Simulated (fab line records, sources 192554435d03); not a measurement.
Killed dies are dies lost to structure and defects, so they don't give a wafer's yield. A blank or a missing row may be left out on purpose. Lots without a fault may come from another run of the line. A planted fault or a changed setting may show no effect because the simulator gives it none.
fab line records | flow n5_finfet
record lots=8 wafers=24 last_day=17
route steps=1938 shown BEOL_M1@767 BEOL_M4@1111 PASSIVATION@1936
lots that met no fault: from a run of the same line without faults
start_h: hours from the record's first day to the start of the lot's first wafer shown | wait_h: hours since the lot's step before | " the same as in the row above | L1.1+2: a row that stands for several wafers | - no value, or no start given | * or withheld: withheld | < > ~ a bound
route shown NAME@n: a module of which the file shows steps, and the number in the route of the first | usual: mean/standard deviation of fault-free wafers | same: alike in all rows | chamber/n: place in a boat | sites: the reading at each site | _std_site: their standard deviation | _edge_site: outer sites' mean less inner sites' | radius_mm: how far each site lies from the wafer's centre | mask NAME#n: copy n | behind: the tool/chamber that last shaped the wafer | hold: why the lot was held/for how many hours/how that ended | device: the transistor (n, p or np) that didn't switch | end of line: the same wafers' tests at the end of the route | a step without rows: its recipe alone | killed: dies lost to structure and defects at the first sort, not the wafer's yield | map: a wafer's dies, x killed, . not, _ none there
set.NAME: the setting as run; set.NAME@STEP: as run at that earlier step | model.NAME: the simulator's own value behind a step, which no gauge read
steps of the route over a sample of lots; a table a step, a row a wafer
services: from which hour (start_h, from the record's first day; less than 0 if before it) a tool's chamber was out of use, for how many hours, and why
## steps
# step N5_BEOL_M1_DESCUM_16
# recipe chemistry=O2 time_s=7 source_power_w=50 bias_power_w=20 pressure_mtorr=20 rf_frequency_hz=2.712e+07 temp_c=40 resist=CAR-EUV o2_flow_sccm=225
# usual drypump_motor_current_A=5.7/0.5 oes_product_au=0.76/0.074 rf_vpp_V=243.5/1.5 showerhead_plenum_p_Torr=2.11/0.086 throttle_valve_pct=20.51/0.22
# columns lot.wafer tool chamber start_h wait_h drypump_motor_current_A oes_product_au rf_hours_counter_h rf_vpp_V showerhead_plenum_p_Torr throttle_valve_pct
L577.2 rie_diel-04 2 125.67 0.0 5.9 0.88 38 243.6 2.15 20.35
L577.3 " 1 " " 5.4 0.71 204 243.4 2.15 20.79
L577.6 " 1 " " 5.4 0.71 - 243.5 2.15 20.79
L578.1 rie_diel-01 0 125.85 0.0 6.2 0.72 186 242.1 1.99 20.76
L578.3 " 3 " " 5.9 0.70 222 242.7 2.07 20.39
L578.5 " 2 " " 5.1 0.78 - 244.5 2.17 20.40
L579.2 rie_diel-01 3 138.94 0.0 5.9 0.69 224 243.0 2.07 20.39
L579.3 " 2 " " 5.1 0.77 134 246.0 2.17 20.41
L579.5 " 1 " " 6.3 0.77 - 241.2 2.10 20.65
L580.3 rie_diel-01 3 139.23 0.2 5.9 0.69 224 243.0 2.07 20.42
L580.5 " 2 " " 5.1 0.77 - 244.2 2.17 20.43
L580.6 " 1 " " 6.4 0.76 - 242.6 2.10 20.65
L589.1 rie_diel-06 1 202.30 0.2 5.5 0.78 134 240.6 1.91 20.15
L589.4 " 2 " " 4.8 0.91 19 245.8 2.21 20.19
L589.6 " 2 " " 4.8 0.91 - 245.3 2.21 20.17
L590.1 rie_diel-04 1 208.53 0.2 5.5 0.70 233 243.8 2.14 20.82
L590.4 " 0 " " 5.3 0.76 180 244.3 2.18 20.60
L590.5 " 1 " " 5.4 0.69 - 244.2 2.14 20.83
L595.1 rie_diel-04 0 241.28 0.2 5.3 0.74 190 245.1 2.18 20.60
L595.2 " 1 " " 5.4 0.69 241 246.9 2.14 20.84
L595.6 " 0 " " 5.3 0.74 - 244.7 2.18 20.61
L598.1 rie_diel-06 1 263.26 0.2 5.6 0.76 152 240.2 1.90 20.17
L598.2 " 0 " " 5.6 0.72 217 244.7 2.16 20.67
L598.4 " 3 " " 6.1 0.96 1 243.5 2.07 20.34
# step N5_BEOL_M1_ETCH_74
# recipe chemistry=N2/H2 target=underlayer target_depth_a=65 mask_material=CAR-EUV time_s=5.2 ion_energy_ev=200 pressure_mtorr=30 source_w=840 bias_w=150 n2_flow_sccm=200 h2_flow_sccm=200 ends=cleared
# usual drypump_motor_current_A=5.7/0.5 etch_rf_on_time_s=5.20/0.13 oes_product_au=0.65/0.065 rf_vpp_V=525/3.1 showerhead_plenum_p_Torr=2.56/0.1 throttle_valve_pct=17.93/0.22
# columns lot.wafer tool chamber start_h wait_h drypump_motor_current_A etch_rf_on_time_s oes_product_au rf_hours_counter_h rf_vpp_V showerhead_plenum_p_Torr throttle_valve_pct
L577.2 rie_diel-04 2 125.70 0.0 5.9 5.26 0.74 38 524 2.57 17.50
L577.3 " 1 " " 5.4 5.05 0.63 204 525 2.63 18.49
L577.6 " 1 " " 5.5 5.07 0.62 - 527 2.63 18.45
L578.1 rie_diel-01 0 125.88 0.0 6.2 5.32 0.60 186 522 2.41 18.10
L578.3 " 3 " " 5.9 5.25 0.59 222 524 2.52 17.87
L578.5 " 2 " " 5.1 5.32 0.66 - 525 2.65 17.85
L579.2 rie_diel-01 3 138.98 0.0 5.9 5.23 0.59 224 522 2.52 17.88
L579.3 " 2 " " 5.1 5.35 0.65 134 526 2.64 17.82
L579.5 " 1 " " 6.4 5.19 0.65 - 524 2.55 18.04
L580.3 rie_diel-01 3 139.26 0.0 5.9 5.24 0.59 224 524 2.52 17.88
L580.5 " 2 " " 5.1 5.32 0.65 - 527 2.64 17.81
L580.6 " 1 " " 6.4 5.21 0.65 - 525 2.55 18.07
L589.1 rie_diel-06 1 202.34 0.0 5.5 5.14 0.66 134 517 2.37 17.90
L589.4 " 2 " " 4.8 5.12 0.78 19 528 2.71 17.65
L589.6 " 2 " " 4.8 5.02 0.78 - 529 2.71 17.66
L590.1 rie_diel-04 1 208.56 0.0 5.5 5.12 0.59 233 526 2.62 18.50
L590.4 " 0 " " 5.3 5.18 0.64 180 524 2.62 17.84
L590.5 " 1 " " 5.5 5.09 0.60 - 526 2.62 18.53
L595.1 rie_diel-04 0 241.32 0.0 5.3 5.18 0.63 190 525 2.62 17.87
L595.2 " 1 " " 5.5 5.06 0.60 241 525 2.62 18.52
L595.6 " 0 " " 5.3 5.20 0.64 - 528 2.62 17.87
L598.1 rie_diel-06 1 263.30 0.0 5.6 5.12 0.64 152 518 2.36 17.90
L598.2 " 0 " " 5.6 5.31 0.61 217 526 2.61 18.07
L598.4 " 3 " " 6.1 5.06 0.81 1 522 2.49 17.55
# step N5_BEOL_M1_EXPOSE_25
# recipe mask_id=V0 na=0.33 source_shape=quasar sigma_inner=0.2 sigma_outer=0.8 polarization=unpolarized defocus_nm=5 target_cd_nm=24 dose_mj=63
# same dipole_opening_deg=30
# columns lot.wafer tool chamber start_h wait_h mask
L577.2+3+6 euv_scanner-02 0 126.40 - V0#0
L578.1+3+5 euv_scanner-01 0 126.58 - V0#0
L579.2+3+5 euv_scanner-02 0 139.76 - V0#0
L580.3+5+6 euv_scanner-02 0 139.85 - V0#0
L589.1+4+6 euv_scanner-02 0 202.90 - V0#0
L590.1+4+5 euv_scanner-02 0 209.18 - V0#0
L595.1+2+6 euv_scanner-01 0 242.08 - V0#0
L598.1+2+4 euv_scanner-01 0 264.25 - V0#0
# step N5_BEOL_M1_CD_MEAS_28
# recipe landing_energy_ev=500 detector=se_inlens target_cd_y_nm=23.3
# usual cd_nm=24.03/0.25
# columns lot.wafer tool chamber start_h wait_h cd_nm
L577.2 cd_sem-03 0 126.54 - 23.92
L577.3 " 0 " " 24.03
L577.6 " 0 " " 24.22
L578.1 cd_sem-03 0 126.72 - 24.13
L578.3 " 0 " " 24.02
L578.5 " 0 " " 23.83
L579.2 cd_sem-02 0 139.90 - 24.35
L579.3 " 0 " " 23.90
L579.5 " 0 " " 23.58
L580.3 cd_sem-02 0 139.98 - 23.98
L580.5 " 0 " " 23.63
L580.6 " 0 " " 24.29
L589.1 cd_sem-03 0 203.05 - 24.47
L589.4 " 0 " " 18.04
L589.6 " 0 " " 24.16
L590.1 cd_sem-01 0 209.32 - 24.38
L590.4 " 0 " " 18.52
L590.5 " 0 " " 24.00
L595.1 cd_sem-02 0 242.23 - 24.13
L595.2 " 0 " " 23.96
L595.6 " 0 " " 24.45
L598.1 cd_sem-02 0 264.39 - 23.93
L598.2 " 0 " " 23.67
L598.4 " 0 " " 23.94
# step N5_BEOL_M1_DESCUM_33
# recipe chemistry=O2 time_s=7 source_power_w=50 bias_power_w=20 pressure_mtorr=20 rf_frequency_hz=2.712e+07 temp_c=40 resist=CAR-EUV o2_flow_sccm=225
# usual drypump_motor_current_A=5.7/0.45 oes_product_au=0.75/0.068 rf_vpp_V=243.4/1.5 showerhead_plenum_p_Torr=2.11/0.081 throttle_valve_pct=20.52/0.21
# columns lot.wafer tool chamber start_h wait_h drypump_motor_current_A oes_product_au rf_hours_counter_h rf_vpp_V showerhead_plenum_p_Torr throttle_valve_pct
L577.2 rie_diel-06 0 126.66 0.0 5.6 0.76 171 246.6 2.17 20.62
L577.3 " 1 " " 5.6 0.80 107 239.6 1.92 20.09
L577.6 " 1 " " 5.5 0.80 - 241.4 1.92 20.11
L578.1 rie_diel-01 0 126.84 0.0 6.2 0.72 186 240.7 1.99 20.74
L578.3 " 1 " " 6.3 0.76 152 241.9 2.10 20.65
L578.5 " 0 " " 6.2 0.71 - 241.1 1.99 20.75
L579.2 rie_diel-01 3 140.02 0.0 5.9 0.69 225 243.0 2.07 20.42
L579.3 " 0 " " 6.2 0.71 189 239.9 1.99 20.77
L579.5 " 3 " " 5.9 0.69 - 242.7 2.07 20.41
L580.3 rie_diel-04 0 140.10 0.0 5.3 0.76 154 244.7 2.19 20.56
L580.5 " 3 " " 6.0 0.69 - 244.0 2.15 20.40
L580.6 " 2 " " 5.9 0.88 - 243.6 2.15 20.37
L589.1 rie_diel-06 0 203.18 0.0 5.7 0.73 199 245.2 2.16 20.63
L589.4 " 2 " " 4.8 0.91 19 245.2 2.21 20.18
L589.6 " 2 " " 4.8 0.92 - 245.7 2.21 20.18
L590.1 rie_diel-06 2 209.45 0.0 4.8 0.90 21 246.3 2.21 20.20
L590.4 " 1 " " 5.5 0.77 136 240.4 1.91 20.14
L590.5 " 3 " " 6.2 0.71 - 242.5 2.08 20.73
L595.1 rie_diel-04 3 242.63 0.3 6.0 0.68 247 245.2 2.14 20.45
L595.2 " 2 " " 5.9 0.83 74 243.9 2.14 20.43
L595.6 " 0 " " 5.4 0.74 - 244.0 2.18 20.59
L598.1 rie_diel-01 2 264.52 0.0 5.1 0.75 160 244.7 2.17 20.48
L598.2 " 1 " " 6.3 0.74 187 243.7 2.09 20.71
L598.4 " 1 " " 6.4 0.74 - 242.3 2.09 20.71
# step N5_BEOL_M4_RC_MEAS_101
# usual DIBL_N=35.9/1.8 DIBL_P=36.2/2 IOFF_N=0.16/0.031 IOFF_P=0.22/0.041 ION_N=676/11 ION_P=465/8.5 SS_N=71.4/0.64 SS_P=73.2/0.7 VT_N=250/3.5 VT_P=-250/3.9
# columns lot.wafer tool chamber start_h wait_h DIBL_N[mV/V] DIBL_P[mV/V] IOFF_N[nA/um] IOFF_P[nA/um] ION_N[uA/um] ION_P[uA/um] SS_N[mV/dec] SS_P[mV/dec] VT_N[mV] VT_P[mV]
L578.1 prober-02 0 172.36 0.0 35.3 37.7 0.15 0.21 681 472 70.8 73.5 250 -250
L578.3 " 0 " " 34.0 35.3 0.13 0.18 657 456 70.9 73.1 253 -252
L578.5 " 0 " " 35.9 37.8 0.16 0.22 688 467 70.8 73.5 251 -249
L577.2 prober-01 0 172.38 0.2 35.4 35.3 0.13 0.22 672 466 71.4 72.4 255 -249
L577.3 " 0 " " 36.9 37.8 0.17 0.29 694 484 71.1 73.3 249 -244
L577.6 " 0 " " 35.3 34.9 0.14 0.23 674 476 70.7 73.0 252 -246
L579.2 prober-02 0 182.35 0.2 36.6 35.9 0.17 0.19 673 449 71.5 73.4 250 -251
L579.3 " 0 " " 33.5 32.5 0.11 0.15 657 450 70.8 71.8 252 -254
L579.5 " 0 " " 35.1 35.4 0.15 0.18 676 457 71.1 72.0 250 -251
L580.3 prober-02 0 189.02 0.3 32.6 34.6 0.12 0.18 668 462 70.5 72.7 254 -248
L580.5 " 0 " " 29.3 29.7 0.08 0.12 652 450 70.0 71.0 260 -254
L580.6 " 0 " " 34.5 34.9 0.14 0.18 655 451 71.0 71.9 252 -251
L589.1 prober-02 0 243.81 0.0 35.2 36.3 0.16 0.22 689 471 71.2 74.0 249 -249
L589.6 " 0 " " 32.4 32.3 0.11 0.17 650 456 71.5 72.7 256 -249
L590.1 prober-01 0 252.03 0.0 34.1 35.4 0.15 0.19 672 461 70.4 73.0 250 -252
L590.5 " 0 " " 32.4 33.7 0.12 0.16 674 463 70.7 72.8 251 -255
L595.1 prober-02 0 284.66 0.0 36.1 35.7 0.13 0.20 661 461 70.1 73.6 252 -250
L595.2 " 0 " " 42.1 43.3 0.29 0.37 712 481 71.9 74.9 239 -239
L595.6 " 0 " " 37.3 37.6 0.16 0.25 677 469 70.5 74.3 250 -246
L598.1 prober-01 0 303.26 0.0 36.2 34.7 0.17 0.22 680 459 71.8 73.0 247 -251
L598.2 " 0 " " 34.7 33.7 0.14 0.20 669 466 71.2 72.9 249 -251
L598.4 " 0 " " 34.8 33.1 0.15 0.19 662 458 71.2 71.8 250 -250
# step N5_PASSIVATION_PROBE_49
# usual defect_limited_yield=91.3/1.3 killed_at_M0_to_M3=35/9.3 killed_at_M4_up=14/5.2 killed_at_contacts=12/5.9 killed_at_front_end=38/11 killed_at_other=4/3.7 killed_dies=103/15 killed_on_rim=14/4 killed_open=67/12 killed_short=34/8 sort_bin_5_function=5.1/0.88 sort_bin_6_memory=3.3/0.65 sort_n_pass=1077/15 sort_yield_pct=91.3/1.3
# same gross_dies=1180 killed_at_back_side=0 sort_bin_4_leakage[%]=0 sort_bin_8_speed[%]=0
# columns lot.wafer tool chamber start_h wait_h defect_limited_yield[%] killed_at_M0_to_M3 killed_at_M4_up killed_at_contacts killed_at_front_end killed_at_other killed_dies killed_on_rim killed_open killed_short sort_bin_5_function[%] sort_bin_6_memory[%] sort_n_pass sort_yield_pct[%]
L577.2 prober-01 - 285.16 0.3 90.5 38 15 22 34 3 112 11 74 38 5.3 3.8 1068 90.5
L577.3 prober-01 - 285.21 0.4 90.7 51 16 13 27 3 110 14 73 37 5.3 3.6 1070 90.7
L577.6 prober-01 - 285.36 0.5 90.1 47 13 13 36 8 117 14 70 47 5.4 3.8 1063 90.1
L578.1 prober-01 - 285.41 0.4 91.3 27 11 13 46 6 103 8 68 34 5.8 2.6 1077 91.3
L578.3 prober-01 - 285.51 0.5 92.2 39 10 14 21 8 92 9 61 29 4.7 2.6 1088 92.2
L578.5 prober-01 - 285.61 0.6 92.7 35 14 12 22 3 86 10 59 26 3.4 3.7 1094 92.7
L579.2 prober-02 - 297.42 0.1 92.3 34 11 8 37 1 91 15 59 31 4.2 3.2 1089 92.3
L579.3 prober-02 - 297.47 0.1 94.2 25 9 5 26 3 68 9 45 23 3.6 1.9 1112 94.2
L579.5 prober-02 - 297.57 0.2 92.4 22 17 13 34 4 90 10 58 31 4.7 2.6 1090 92.4
L580.3 prober-02 - 302.71 0.1 91.2 40 20 13 29 2 104 17 71 32 4.9 3.6 1076 91.2
L580.5 prober-02 - 302.81 0.2 91.0 32 15 30 27 2 106 14 67 38 5.7 3.2 1074 91.0
L580.6 prober-02 - 302.86 0.3 90.0 49 13 15 41 0 118 19 72 45 6.4 3.2 1062 90.0
L589.1 prober-01 - 355.96 0.0 94.7 26 5 13 17 1 62 9 36 25 3.0 1.9 1118 94.7
L589.4 prober-01 - 356.11 0.2 0 1127 13 1 32 7 1180 152 51 39 96.8 2.9 0 0
L589.6 prober-01 - 356.21 0.3 90.7 43 14 15 35 3 110 26 65 42 5.4 3.5 1070 90.7
L590.1 prober-01 - 380.60 0.0 90.9 32 15 4 52 4 107 13 76 30 5.5 3.3 1073 90.9
L590.4 prober-01 - 380.75 0.2 0.1 1110 23 9 37 0 1179 152 67 23 96.3 3.6 1 0.1
L590.5 prober-01 - 380.80 0.2 90.4 50 12 7 42 2 113 17 62 51 5.3 3.7 1067 90.4
L595.1 prober-02 - 394.32 0.0 90.2 33 14 14 47 8 116 19 81 33 5.7 3.7 1064 90.2
L595.2 prober-02 - 394.37 0.1 90.7 30 11 14 50 5 110 11 75 34 5.0 3.8 1070 90.7
L595.6 prober-02 - 394.57 0.3 89.9 42 19 12 39 7 119 21 88 28 6.4 3.4 1061 89.9
L598.1 prober-02 - 414.47 0.0 91.8 37 10 16 34 0 97 18 70 26 3.6 4.3 1083 91.8
L598.2 prober-02 - 414.52 0.1 93.3 35 5 11 27 1 79 11 60 18 3.5 3.1 1101 93.3
L598.4 prober-02 - 414.62 0.2 92.0 18 7 17 52 0 94 10 65 27 4.6 3.2 1086 92.0
# killed by level:class
L577.2 MOL_CONTACT_COAG:geometric_particle:open=19 FIN_SAQP:geometric_particle:short=8 BEOL_M4:geometric_particle:open=7 BEOL_M0:geometric_particle:open=7 STI_FIN_REVEAL:geometric_particle:open=6 BEOL_M0_SAQP:geometric_particle:short=6 FIN_SAQP:geometric_particle:open=5 BEOL_M0_SAQP:geometric_particle:open=5
L577.3 BEOL_M1:geometric_particle:open=10 FIN_SAQP:geometric_particle:short=9 MOL_CONTACT_COAG:geometric_particle:open=9 BEOL_M0_SAQP:geometric_particle:short=9 BEOL_M3:geometric_particle:open=9 BEOL_M0_SAQP:geometric_particle:open=8 BEOL_M4:geometric_particle:open=7 BEOL_M1:geometric_particle:short=5
L577.6 MOL_CONTACT_COAG:geometric_particle:open=10 BEOL_M0_SAQP:geometric_particle:short=9 FIN_SAQP:geometric_particle:open=8 BEOL_M0_SAQP:geometric_particle:open=7 BEOL_M3:geometric_particle:open=7 BEOL_M1:geometric_particle:open=6 BEOL_M2:geometric_particle:short=6 GATE_CUT:geometric_particle:short=5
L578.1 BEOL_M3:geometric_particle:open=14 STI_FIN_REVEAL:geometric_particle:open=13 MOL_CONTACT_COAG:geometric_particle:open=10 BEOL_M0_SAQP:geometric_particle:short=6 STARTING-WAFER:geometric_particle:short=6 FIN_SAQP:geometric_particle:open=4 STARTING-WAFER:geometric_particle:open=4 BEOL_M0_SAQP:geometric_particle:open=4
L578.3 BEOL_M0_SAQP:geometric_particle:open=12 MOL_CONTACT_COAG:geometric_particle:open=10 BEOL_M3:geometric_particle:open=9 BEOL_M0_SAQP:geometric_particle:short=9 DUMMY_GATE:geometric_particle:open=5 BEOL_M1:geometric_particle:open=5 MOL_CONTACT_COAG:geometric_particle:short=4 FIN_SAQP:geometric_particle:short=3
L578.5 BEOL_M0_SAQP:geometric_particle:open=12 MOL_CONTACT_COAG:geometric_particle:open=11 BEOL_M3:geometric_particle:open=7 STI_FIN_REVEAL:geometric_particle:open=5 BEOL_M0_SAQP:geometric_particle:short=5 BEOL_M3:geometric_particle:short=5 DUMMY_GATE:geometric_particle:open=4 BEOL_M4:geometric_particle:open=4
L579.2 STI_FIN_REVEAL:geometric_particle:open=18 BEOL_M3:geometric_particle:open=16 MOL_CONTACT_COAG:geometric_particle:open=7 BEOL_M0_SAQP:geometric_particle:short=7 BEOL_M3:geometric_particle:short=5 FIN_SAQP:geometric_particle:short=4 BEOL_M4:geometric_particle:open=4 STI_FIN_REVEAL:geometric_particle:short=3
L579.3 STI_FIN_REVEAL:geometric_particle:open=8 BEOL_M0_SAQP:geometric_particle:short=8 BEOL_M0_SAQP:geometric_particle:open=7 BEOL_M4:geometric_particle:open=7 BEOL_M1:geometric_particle:open=5 STARTING-WAFER:geometric_particle:short=5 STARTING-WAFER:geometric_particle:open=4 MOL_CONTACT_COAG:geometric_particle:open=3
L579.5 MOL_CONTACT_COAG:geometric_particle:open=10 STI_FIN_REVEAL:geometric_particle:open=7 BEOL_M0_SAQP:geometric_particle:short=7 BEOL_M4:geometric_particle:open=7 ILD0:geometric_particle:short=5 BEOL_M0:geometric_particle:open=5 STARTING-WAFER:geometric_particle:open=5 FIN_SAQP:geometric_particle:open=4
L580.3 BEOL_M4:geometric_particle:open=12 MOL_CONTACT_COAG:geometric_particle:open=11 BEOL_M2:geometric_particle:open=9 BEOL_M1:geometric_particle:short=8 BEOL_M0_SAQP:geometric_particle:open=7 FIN_SAQP:geometric_particle:open=5 STI_FIN_REVEAL:geometric_particle:open=5 BEOL_M0_SAQP:geometric_particle:short=5
L580.5 MOL_CONTACT_COAG:geometric_particle:open=19 MOL_CONTACT_COAG:geometric_particle:short=11 STI_FIN_REVEAL:geometric_particle:open=7 BEOL_M4:geometric_particle:short=7 BEOL_M0_SAQP:geometric_particle:open=6 BEOL_M2:geometric_particle:open=6 FIN_SAQP:geometric_particle:open=5 BEOL_M0:geometric_particle:open=4
L580.6 BEOL_M0_SAQP:geometric_particle:open=13 MOL_CONTACT_COAG:geometric_particle:open=12 BEOL_M0_SAQP:geometric_particle:short=12 FIN_SAQP:geometric_particle:short=11 BEOL_M3:geometric_particle:open=10 BEOL_M2:geometric_particle:open=9 DUMMY_GATE:geometric_particle:open=7 GATE_CUT:geometric_particle:open=5
L589.1 BEOL_M0_SAQP:geometric_particle:open=10 BEOL_M0_SAQP:geometric_particle:short=8 MOL_CONTACT_COAG:geometric_particle:open=7 MOL_CONTACT_COAG:geometric_particle:short=6 FIN_SAQP:geometric_particle:open=4 FIN_SAQP:geometric_particle:short=4 BEOL_M1:geometric_particle:open=4 DUMMY_GATE:geometric_particle:open=3
L589.4 BEOL_M1:area_expose=1090 BEOL_M0_SAQP:geometric_particle:short=14 BEOL_M0_SAQP:geometric_particle:open=11 GATE_CUT:geometric_particle:short=7 BEOL_M4:geometric_particle:open=6 BEOL_M3:geometric_particle:open=5 DUMMY_GATE:geometric_particle:short=4 BEOL_M2:geometric_particle:open=4
L589.6 BEOL_M0_SAQP:geometric_particle:short=18 MOL_CONTACT_COAG:geometric_particle:open=12 BEOL_M0_SAQP:geometric_particle:open=10 FIN_SAQP:geometric_particle:short=6 BEOL_M4:geometric_particle:open=6 FIN_SAQP:geometric_particle:open=5 STI_FIN_REVEAL:geometric_particle:open=4 DUMMY_GATE:geometric_particle:open=4
L590.1 STI_FIN_REVEAL:geometric_particle:open=14 FIN_SAQP:geometric_particle:open=11 FIN_SAQP:geometric_particle:short=9 BEOL_M3:geometric_particle:open=8 BEOL_M1:geometric_particle:open=8 GATE_CUT:geometric_particle:open=6 BEOL_M0_SAQP:geometric_particle:open=5 BEOL_M0_SAQP:geometric_particle:short=4
L590.4 BEOL_M1:area_expose=1089 BEOL_M4:geometric_particle:open=11 STI_FIN_REVEAL:geometric_particle:open=7 MOL_CONTACT_COAG:geometric_particle:open=7 BEOL_M0_SAQP:geometric_particle:open=7 BEOL_M2:geometric_particle:open=6 FIN_SAQP:geometric_particle:open=5 GATE_CUT:geometric_particle:open=5
L590.5 BEOL_M0_SAQP:geometric_particle:short=18 BEOL_M2:geometric_particle:open=12 BEOL_M0_SAQP:geometric_particle:open=10 FIN_SAQP:geometric_particle:short=8 FIN_SAQP:geometric_particle:open=8 GATE_CUT:geometric_particle:short=6 MOL_CONTACT_COAG:geometric_particle:open=6 BEOL_M3:geometric_particle:open=5
L595.1 MOL_CONTACT_COAG:geometric_particle:open=10 FIN_SAQP:geometric_particle:open=9 STI_FIN_REVEAL:geometric_particle:open=9 DUMMY_GATE:geometric_particle:open=9 BEOL_M0:geometric_particle:open=8 BEOL_M0_SAQP:geometric_particle:open=6 BEOL_M2:geometric_particle:open=5 BEOL_M4:geometric_particle:open=5
L595.2 STI_FIN_REVEAL:geometric_particle:open=16 MOL_CONTACT_COAG:geometric_particle:open=10 BEOL_M2:geometric_particle:open=10 DUMMY_GATE:geometric_particle:open=8 FIN_SAQP:geometric_particle:short=6 BEOL_M5:geometric_particle:open=5 GATE_CUT:geometric_particle:short=4 MOL_CONTACT_COAG:geometric_particle:short=4
L595.6 BEOL_M0_SAQP:geometric_particle:open=14 DUMMY_GATE:geometric_particle:open=11 MOL_CONTACT_COAG:geometric_particle:open=10 STI_FIN_REVEAL:geometric_particle:open=8 BEOL_M5:geometric_particle:open=7 FIN_SAQP:geometric_particle:open=6 BEOL_M2:geometric_particle:open=6 BEOL_M3:geometric_particle:open=5
L598.1 MOL_CONTACT_COAG:geometric_particle:open=13 BEOL_M0_SAQP:geometric_particle:short=12 BEOL_M0_SAQP:geometric_particle:open=11 STI_FIN_REVEAL:geometric_particle:open=6 DUMMY_GATE:geometric_particle:open=6 BEOL_M3:geometric_particle:open=6 FIN_SAQP:geometric_particle:open=5 GATE_CUT:geometric_particle:open=5
L598.2 BEOL_M2:geometric_particle:open=9 MOL_CONTACT_COAG:geometric_particle:open=9 BEOL_M0_SAQP:geometric_particle:open=9 STI_FIN_REVEAL:geometric_particle:open=6 BEOL_M0_SAQP:geometric_particle:short=6 BEOL_M3:geometric_particle:open=6 FIN_SAQP:geometric_particle:short=3 FIN_SAQP:geometric_particle:open=3
L598.4 MOL_CONTACT_COAG:geometric_particle:open=14 FIN_SAQP:geometric_particle:open=12 STI_FIN_REVEAL:geometric_particle:open=10 BEOL_M1:geometric_particle:open=6 GATE_CUT:geometric_particle:open=5 DUMMY_GATE:geometric_particle:open=4 ILD0:geometric_particle:open=4 GATE_CUT:geometric_particle:short=4
## services
# columns tool chamber start_h hours kind
rie_diel-01 0 107.52 8.7 repair
euv_scanner-01 - 112.41 1.0 pm
euv_scanner-02 - 123.46 1.0 pm
rie_diel-06 2 130.38 - clean
rie_diel-06 2 130.38 - consumable_replace:focus_ring
rie_diel-06 2 130.38 - consumable_replace:showerhead
rie_diel-01 - 142.97 28.1 pm
rie_diel-06 - 151.78 0.2 repair
euv_scanner-01 - 160.24 4.6 pm
euv_scanner-01 - 168.56 1.0 pm
euv_scanner-02 - 179.61 1.0 pm
euv_scanner-01 - 224.75 1.0 pm
euv_scanner-02 - 235.76 1.0 pm
rie_diel-01 2 244.51 16.5 repair
rie_diel-04 3 251.21 - clean
rie_diel-04 3 251.21 - consumable_replace:focus_ring
rie_diel-04 3 251.21 22.0 scheduled_down
rie_diel-04 3 251.21 22.0 vent_cycle
euv_scanner-01 - 254.81 5.8 pm
rie_diel-01 3 261.45 - clean
rie_diel-01 3 261.45 - consumable_replace:focus_ring
rie_diel-01 3 261.45 23.1 scheduled_down
rie_diel-01 3 261.45 23.1 vent_cycle
euv_scanner-02 - 262.30 4.6 pm
## key
first_sign step=N5_BEOL_M1_CD_MEAS_28 reading=cd_nm direction=down sigmas=23 usual=24.03 struck=18.28
effect step=N5_PASSIVATION_PROBE_49 reading=killed_at_M0_to_M3 direction=up sigmas=99+ usual=35 struck=1118
more_kills_born_at N5_BEOL_M1_EXPOSE_25@euv_scanner-02=2179
met_at N5_BEOL_M1_EXPOSE_25
struck_lots L589,L590
struck_wafers L589.4,L590.4
later_rows_left_out L589.4,L590.4
not_acting_at N5_BEOL_M1_DESCUM_16,N5_BEOL_M1_ETCH_74,N5_BEOL_M1_DESCUM_33
onset_between 139.85 202.90
fault kind=process_parameter_drift tool=euv_scanner-02 chamber=- onset_h=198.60 steps=N5_BEOL_M1_EXPOSE_25 channel=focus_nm offset=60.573 shape=step end_h=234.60 scope=struck_wafers_only
# later_rows_left_out: the simulator's readings of these wafers behind a module that went badly wrong aren't trusted and aren't shown, but for the sort
